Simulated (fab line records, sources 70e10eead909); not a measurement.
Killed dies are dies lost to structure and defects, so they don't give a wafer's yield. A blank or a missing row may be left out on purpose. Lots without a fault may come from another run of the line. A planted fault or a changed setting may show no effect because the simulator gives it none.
A struck lot beside a sound one | flow nand_harc | 16 steps out of a route of 1302
Sound: wafers L316.2, L316.4, L316.5. Struck: wafer L327.4. (L327.5, L327.6 of the same lot were not struck and are left out.) The cause comes at the end.
At each step with rows: each side's tool, then ch and its chambers, then its first start. Under that, the readings that differ: sound wafers | struck wafers | difference of the means | sigmas: that difference in standard deviations of wafers without a fault.
alike: readings whose means differ by less than 2 such deviations, and words and numbers that are the same on both sides. not compared: withheld readings, readings that some wafer has no value for, bounds like >300 that may hide the same value, and numbers for which the record gives no deviation and whose values overlap.
The two part at a step that has a row with sigmas, a row that says differs or no value, or rows on one side only. Numbers that don't overlap but have no deviation are shown without sigmas and don't part them. A reading that every wafer of one side lacks parts them only if that side has two wafers or more.

NHARC_P_START_INSPECT_01:
  sound on defect_inspect-01, day 2 06:02; struck on defect_inspect-02, day 6 20:03
  alike: raw_defect_count
then, 7 steps without rows for these wafers: NHARC_P_ZERO_WELL_PRECLEAN_00 (cleans in SPM, time 600 s); NHARC_P_ZERO_WELL_SRD_01; NHARC_P_ZERO_WELL_PECVD_02 (deposits SiO2, target thk 10 nm); NHARC_P_ZERO_WELL_DEHYDRATE_03 (time 120 s); NHARC_P_ZERO_WELL_HMDS_04 (time 30 s); NHARC_P_ZERO_WELL_COAT_64 (time 65 s); NHARC_P_ZERO_WELL_COAT_05 (resist thk 600 nm).
NHARC_P_ZERO_WELL_SOFTBAKE_06: time 70 s.
  sound on litho_track-05 ch 0, day 2 06:00; struck on litho_track-05 ch 0, day 6 20:00
  reading                  | sound             | struck | difference | sigmas
  heater_power_total_W (W) | 198.9 199.1 202.6 | 339.0  | +138.8     | +99 or more
then, 4 steps without rows for these wafers: NHARC_P_ZERO_WELL_EBR_07; NHARC_P_ZERO_WELL_EXPOSE_08 (exposes mask P ZERO, target cd 500 nm); NHARC_P_ZERO_WELL_PEB_09 (peb time 80 s); NHARC_P_ZERO_WELL_DEVELOP_10 (time 50 s).
NHARC_P_ZERO_WELL_CD_MEAS_11: target cd 500 nm.
  sound on cd_sem-02 ch 0, day 2 07:14; struck on cd_sem-02 ch 0, day 6 21:16
  reading    | sound             | struck | difference | sigmas
  cd_nm (nm) | 499.0 498.8 499.4 | 492.3  | -6.8       | -4
then, 1 step without rows for these wafers: NHARC_P_ZERO_WELL_HARDBAKE_12 (time 65 s).
-- the record jumps here: 22 days lie between the struck wafers' starts before and after (it left off in module P_ZERO_WELL and takes up again in module END, whose first step shown is number 1302 of the route) --
NHARC_END_SORT_01:
  the record has rows for the struck wafers here (prober-01 ch 0, day 29 05:40) and none for the sound ones

WHERE THEY PART
First at NHARC_P_ZERO_WELL_SOFTBAKE_06; last, within this record, at NHARC_END_SORT_01.

WHY: what the simulator had put in
Process parameter drift: litho_track-05, from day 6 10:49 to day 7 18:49, at NHARC_P_ZERO_WELL_SOFTBAKE_06. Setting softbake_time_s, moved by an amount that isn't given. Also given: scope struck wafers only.
